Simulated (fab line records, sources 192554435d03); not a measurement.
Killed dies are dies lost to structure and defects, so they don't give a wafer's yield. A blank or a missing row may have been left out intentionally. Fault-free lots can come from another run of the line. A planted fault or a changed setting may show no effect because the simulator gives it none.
fab line records	flow n5-finfet	part 2 of 2: steps 4 to 6 of 6
[record] lots = 23	wafers = 69	last-day = 18
route steps=1938 shown BEOL_M4@1043
lots that met no fault: taken from a fault-free run of the same line
start-h: hours from the record's first day to the start of the lot's first wafer shown	wait-h: hours elapsed since this lot's preceding step	" identical to the entry in the row above	L1.1+2: a single row standing in for several wafers	- no value, or no start given	* or withheld: withheld	< > ~ a bound
route shown NAME@n: names a module that has steps shown in the file, with the first one's number in the route	usual: average and standard deviation across the fault-free wafers	same: alike in all rows	chamber/n: place in a boat	sites: per-site readings	_std_site: standard deviation of those values	_edge_site: outer sites' mean less inner sites'	radius-mm: how far each site lies from the wafer's centre	mask NAME#n: copy n	behind: the tool/chamber that last shaped the wafer	hold: why the lot went on hold/how many hours it stayed there/how the hold came to an end	device: transistor that didn't switch, given as n, p or np	end of line: at the end of the route, the tests of the same wafers	step lacking rows: just its recipe	killed: at the first sort, the dies lost to defects and structure; wafer yield is something else	map: the dies of a wafer, with x for killed, . for not killed, _ for no die there
set.NAME: the run value of the setting; set.NAME@STEP: its run value at that earlier step	model.NAME: the simulator's own value behind a step, which no gauge read
one table for each step of the route and one row for each wafer, over a sample of lots
services: the hour from which a tool's chamber was out of use, counted from the record's first day as start-h (under 0 if before that day), plus the number of hours and why
[[steps]]
[step N5_BEOL_M4_SPUTTER_48]
[recipe] material = Cu	target-thk-a = 45	temp-c = -20	chamber-pressure-pa = 0.07	power-w = withheld	time-s = 8.29
[usual] chuck-sensor-temp-C = -15.8/0.36	throttle-valve-pct = 29.8/1
lot.wafer	tool	chamber	start-h	wait-h	chuck-sensor-temp-C	throttle-valve-pct
L075.3	pvd-sputter-01	-	168.67	0.2	-15.9	29.0
L075.4	"	-	"	"	-16.1	29.2
L075.5	"	-	"	"	-15.9	30.2
L076.1	pvd-sputter-03	-	170.39	1.4	-15.8	28.8
L076.2	"	-	"	"	-16.1	29.1
L076.4	"	-	"	"	-15.4	30.1
L077.2	pvd-sputter-02	-	187.87	0.4	-15.7	29.5
L077.4	"	-	"	"	-15.3	32.7
L077.5	"	-	"	"	-15.4	29.5
L078.3	pvd-sputter-02	-	193.15	0.4	-15.9	29.3
L078.5	"	-	"	"	-16.1	29.8
L078.6	"	-	"	"	-15.8	29.5
L079.2	pvd-sputter-03	-	198.93	0.1	-15.2	30.4
L079.3	"	-	"	"	-16.5	30.7
L079.4	"	-	"	"	-15.7	28.9
L080.1	pvd-sputter-02	-	202.49	0.1	-15.5	29.3
L080.2	"	-	"	"	-16.1	29.2
L080.4	"	-	"	"	-15.1	32.5
L081.1	pvd-sputter-01	-	221.43	0.1	-15.6	30.5
L081.3	"	-	"	"	-16.0	28.7
L081.4	"	-	"	"	-15.8	30.4
L082.1	pvd-sputter-03	-	221.58	0.1	-15.2	30.4
L082.4	"	-	"	"	-16.0	29.2
L082.6	"	-	"	"	-15.6	28.6
L083.3	pvd-sputter-03	-	224.85	0.1	-15.2	30.1
L083.4	"	-	"	"	-16.3	30.7
L083.5	"	-	"	"	-16.6	30.8
L084.2	pvd-sputter-01	-	229.03	0.1	-15.9	29.0
L084.3	"	-	"	"	-15.8	30.2
L084.6	"	-	"	"	-15.8	28.7
L085.2	pvd-sputter-01	-	237.18	0.2	-16.1	29.3
L085.5	"	-	"	"	-15.9	28.9
L085.6	"	-	"	"	-15.9	30.4
L087.3	pvd-sputter-02	-	238.61	1.6	-15.1	32.7
L087.4	"	-	"	"	-15.6	29.4
L087.6	"	-	"	"	-16.2	29.6
L086.1	pvd-sputter-03	-	246.87	0.1	-16.5	30.7
L086.2	"	-	"	"	-15.9	28.4
L086.6	"	-	"	"	-15.9	29.2
L088.1	pvd-sputter-01	-	257.96	0.1	-16.0	29.2
L088.3	"	-	"	"	-15.7	30.6
L088.4	"	-	"	"	-15.8	30.2
L089.2	pvd-sputter-01	-	264.96	1.3	-16.1	29.2
L089.3	"	-	"	"	-16.1	28.9
L089.4	"	-	"	"	-15.9	30.2
L091.1	pvd-sputter-01	-	280.36	0.1	-15.8	30.8
L091.2	"	-	"	"	-15.9	28.8
L091.6	"	-	"	"	-16.2	28.9
L090.3	pvd-sputter-03	-	280.40	0.1	-15.1	30.0
L090.4	"	-	"	"	-15.8	28.4
L090.6	"	-	"	"	-15.6	29.9
L093.4	pvd-sputter-01	-	282.20	1.7	-15.9	29.0
L093.5	"	-	"	"	-16.2	29.1
L093.6	"	-	"	"	-15.9	30.4
L092.3	pvd-sputter-02	-	283.53	0.1	-16.1	30.0
L092.4	"	-	"	"	-15.6	29.5
L092.5	"	-	"	"	-16.1	29.3
L095.1	pvd-sputter-01	-	302.00	0.1	-15.8	30.3
L095.4	"	-	"	"	-15.9	28.9
L095.6	"	-	"	"	-15.7	30.6
L094.2	pvd-sputter-02	-	303.19	0.1	-15.1	32.6
L094.5	"	-	"	"	-16.1	29.1
L094.6	"	-	"	"	-16.1	29.9
L097.2	pvd-sputter-01	-	303.84	0.4	-15.9	29.1
L097.4	"	-	"	"	-15.8	30.0
L097.6	"	-	"	"	-16.0	30.1
L096.1	pvd-sputter-01	-	308.35	0.2	-15.9	30.1
L096.2	"	-	"	"	-16.0	29.1
L096.4	"	-	"	"	-15.4	30.6
[step N5_BEOL_M4_SPUTTER_92]
[recipe] material = Cu	target-thk-a = 45	temp-c = -20	chamber-pressure-pa = 0.07	power-w = withheld	time-s = 8.29
[usual] chuck-sensor-temp-C = -15.8/0.36	throttle-valve-pct = 29.8/1
lot.wafer	tool	chamber	start-h	wait-h	chuck-sensor-temp-C	throttle-valve-pct
L075.3	pvd-sputter-01	-	169.99	0.1	-15.9	29.1
L075.4	"	-	"	"	-16.3	29.1
L075.5	"	-	"	"	-15.9	30.4
L076.1	pvd-sputter-03	-	171.71	0.1	-15.8	28.8
L076.2	"	-	"	"	-16.0	29.2
L076.4	"	-	"	"	-15.2	30.0
L077.2	pvd-sputter-02	-	189.19	0.1	-15.5	29.9
L077.4	"	-	"	"	-15.0	32.8
L077.5	"	-	"	"	-15.5	29.5
L078.3	pvd-sputter-02	-	194.47	0.1	-16.1	29.4
L078.5	"	-	"	"	-16.1	29.6
L078.6	"	-	"	"	-15.5	29.5
L079.2	pvd-sputter-03	-	200.25	0.1	-15.3	30.3
L079.3	"	-	"	"	-16.6	30.5
L079.4	"	-	"	"	-15.9	29.1
L080.1	pvd-sputter-02	-	203.81	0.1	-15.6	29.7
L080.2	"	-	"	"	-15.7	29.4
L080.4	"	-	"	"	-15.1	32.7
L081.1	pvd-sputter-01	-	222.75	0.1	-15.6	30.7
L081.3	"	-	"	"	-16.0	28.8
L081.4	"	-	"	"	-15.9	30.5
L082.1	pvd-sputter-03	-	222.90	0.1	-15.3	30.1
L082.4	"	-	"	"	-16.1	29.0
L082.6	"	-	"	"	-15.8	28.7
L083.3	pvd-sputter-03	-	226.17	0.1	-15.3	30.1
L083.4	"	-	"	"	-16.4	30.6
L083.5	"	-	"	"	-16.4	30.4
L084.2	pvd-sputter-01	-	230.35	0.1	-15.8	28.8
L084.3	"	-	"	"	-15.9	30.5
L084.6	"	-	"	"	-15.9	28.8
L085.2	pvd-sputter-01	-	238.50	0.1	-16.2	28.9
L085.5	"	-	"	"	-15.7	28.9
L085.6	"	-	"	"	-15.8	30.4
L087.3	pvd-sputter-02	-	239.93	0.1	-14.9	32.7
L087.4	"	-	"	"	-15.4	29.4
L087.6	"	-	"	"	-16.2	29.7
L086.1	pvd-sputter-03	-	248.19	0.1	-16.4	30.8
L086.2	"	-	"	"	-15.7	28.8
L086.6	"	-	"	"	-16.0	29.2
L088.1	pvd-sputter-01	-	259.28	0.1	-16.2	29.1
L088.3	"	-	"	"	-15.6	30.5
L088.4	"	-	"	"	-15.8	30.2
L089.2	pvd-sputter-01	-	266.28	0.1	-15.8	28.8
L089.3	"	-	"	"	-16.1	29.2
L089.4	"	-	"	"	-15.9	30.3
L091.1	pvd-sputter-01	-	281.68	0.1	-15.8	30.2
L091.2	"	-	"	"	-15.7	29.0
L091.6	"	-	"	"	-16.0	29.1
L090.3	pvd-sputter-03	-	281.72	0.1	-15.3	30.2
L090.4	"	-	"	"	-15.8	28.7
L090.6	"	-	"	"	-15.2	30.2
L093.4	pvd-sputter-01	-	283.52	0.1	-16.2	28.9
L093.5	"	-	"	"	-16.3	29.1
L093.6	"	-	"	"	-15.7	30.3
L092.3	pvd-sputter-02	-	284.85	0.1	-16.1	29.8
L092.4	"	-	"	"	-15.6	29.5
L092.5	"	-	"	"	-16.1	29.0
L095.1	pvd-sputter-01	-	303.32	0.1	-15.9	30.2
L095.4	"	-	"	"	-15.8	29.3
L095.6	"	-	"	"	-15.5	30.3
L094.2	pvd-sputter-02	-	304.51	0.1	-15.1	32.8
L094.5	"	-	"	"	-15.9	29.3
L094.6	"	-	"	"	-16.3	29.4
L097.2	pvd-sputter-01	-	305.16	0.1	-16.0	29.1
L097.4	"	-	"	"	-15.8	30.2
L097.6	"	-	"	"	-15.8	30.1
L096.1	pvd-sputter-01	-	309.67	0.1	-15.9	30.3
L096.2	"	-	"	"	-15.9	29.0
L096.4	"	-	"	"	-15.5	30.2
[step N5_BEOL_M4_SPUTTER_96]
[recipe] material = Cu	target-thk-a = 45	temp-c = -20	chamber-pressure-pa = 0.07	power-w = withheld	time-s = 8.29
[usual] chuck-sensor-temp-C = -15.8/0.35	throttle-valve-pct = 29.8/1
lot.wafer	tool	chamber	start-h	wait-h	chuck-sensor-temp-C	throttle-valve-pct
L075.3	pvd-sputter-01	-	170.43	0.1	-15.8	28.7
L075.4	"	-	"	"	-16.2	29.2
L075.5	"	-	"	"	-15.9	30.4
L076.1	pvd-sputter-03	-	172.15	0.1	-15.6	28.7
L076.2	"	-	"	"	-16.2	29.0
L076.4	"	-	"	"	-15.3	30.3
L077.2	pvd-sputter-02	-	189.63	0.1	-15.5	29.5
L077.4	"	-	"	"	-15.2	32.5
L077.5	"	-	"	"	-15.6	29.5
L078.3	pvd-sputter-02	-	194.91	0.1	-16.1	29.2
L078.5	"	-	"	"	-16.0	30.0
L078.6	"	-	"	"	-15.7	29.8
L079.2	pvd-sputter-03	-	200.69	0.1	-15.3	30.3
L079.3	"	-	"	"	-16.4	30.5
L079.4	"	-	"	"	-16.0	29.6
L080.1	pvd-sputter-02	-	204.25	0.1	-15.5	29.7
L080.2	"	-	"	"	-16.2	29.3
L080.4	"	-	"	"	-15.2	32.9
L081.1	pvd-sputter-01	-	223.19	0.1	-15.7	30.4
L081.3	"	-	"	"	-15.9	28.9
L081.4	"	-	"	"	-16.0	30.3
L082.1	pvd-sputter-03	-	223.34	0.1	-15.3	30.0
L082.4	"	-	"	"	-16.1	29.5
L082.6	"	-	"	"	-15.7	28.7
L083.3	pvd-sputter-03	-	226.61	0.1	-15.2	30.3
L083.4	"	-	"	"	-16.4	31.0
L083.5	"	-	"	"	-16.4	30.7
L084.2	pvd-sputter-01	-	230.79	0.1	-15.7	29.2
L084.3	"	-	"	"	-15.8	29.8
L084.6	"	-	"	"	-15.9	29.0
L085.2	pvd-sputter-01	-	238.94	0.1	-16.1	29.3
L085.5	"	-	"	"	-15.9	29.0
L085.6	"	-	"	"	-15.8	30.3
L087.3	pvd-sputter-02	-	240.37	0.1	-15.0	32.7
L087.4	"	-	"	"	-15.8	29.5
L087.6	"	-	"	"	-16.2	30.0
L086.1	pvd-sputter-03	-	248.63	0.1	-16.6	30.4
L086.2	"	-	"	"	-15.5	28.7
L086.6	"	-	"	"	-16.1	29.2
L088.1	pvd-sputter-01	-	259.72	0.1	-16.1	29.0
L088.3	"	-	"	"	-15.5	30.6
L088.4	"	-	"	"	-15.8	30.3
L089.2	pvd-sputter-01	-	266.72	0.1	-15.8	28.9
L089.3	"	-	"	"	-16.0	28.8
L089.4	"	-	"	"	-15.7	30.2
L091.1	pvd-sputter-01	-	282.12	0.1	-15.7	30.4
L091.2	"	-	"	"	-15.9	28.9
L091.6	"	-	"	"	-16.1	29.1
L090.3	pvd-sputter-03	-	282.16	0.1	-15.4	30.2
L090.4	"	-	"	"	-15.7	28.5
L090.6	"	-	"	"	-15.3	30.4
L093.4	pvd-sputter-01	-	283.96	0.1	-16.2	28.8
L093.5	"	-	"	"	-16.1	28.9
L093.6	"	-	"	"	-15.8	30.2
L092.3	pvd-sputter-02	-	285.29	0.1	-16.2	29.9
L092.4	"	-	"	"	-15.6	29.5
L092.5	"	-	"	"	-16.0	29.0
L095.1	pvd-sputter-01	-	303.76	0.1	-15.9	30.1
L095.4	"	-	"	"	-15.8	29.0
L095.6	"	-	"	"	-15.5	30.4
L094.2	pvd-sputter-02	-	304.95	0.1	-15.1	33.0
L094.5	"	-	"	"	-16.0	29.2
L094.6	"	-	"	"	-16.1	29.6
L097.2	pvd-sputter-01	-	305.60	0.1	-15.8	29.0
L097.4	"	-	"	"	-15.9	30.2
L097.6	"	-	"	"	-15.9	30.3
L096.1	pvd-sputter-01	-	310.11	0.1	-15.8	30.1
L096.2	"	-	"	"	-15.9	28.6
L096.4	"	-	"	"	-15.6	30.6
[[services]]
tool	chamber	start-h	hours	kind
rie-diel-01	2	158.25	-	clean
rie-diel-01	2	158.25	-	consumable-replace:focus-ring
rie-diel-01	2	158.25	-	consumable-replace:showerhead
rie-diel-01	2	158.25	18.8	scheduled-down
rie-diel-01	2	158.25	18.8	vent-cycle
rie-diel-04	3	166.36	-	clean
rie-diel-04	3	166.36	-	consumable-replace:esc
rie-diel-04	3	166.36	-	consumable-replace:focus-ring
rie-diel-04	3	166.36	32.4	scheduled-down
rie-diel-04	3	166.36	32.4	vent-cycle
pvd-sputter-02	-	172.16	13.8	repair
rie-diel-01	2	182.58	1.8	repair
rie-diel-04	0	199.48	-	clean
rie-diel-04	0	199.48	-	consumable-replace:focus-ring
rie-diel-04	0	199.48	23.8	scheduled-down
rie-diel-04	0	199.48	23.8	vent-cycle
rie-diel-04	1	244.41	8.5	repair
rie-diel-03	-	245.05	0.2	repair
rie-diel-01	1	257.18	-	clean
rie-diel-01	1	257.18	-	consumable-replace:focus-ring
rie-diel-01	1	257.18	-	consumable-replace:showerhead
rie-diel-04	2	301.40	10.4	repair
rie-diel-04	0	305.53	5.1	repair
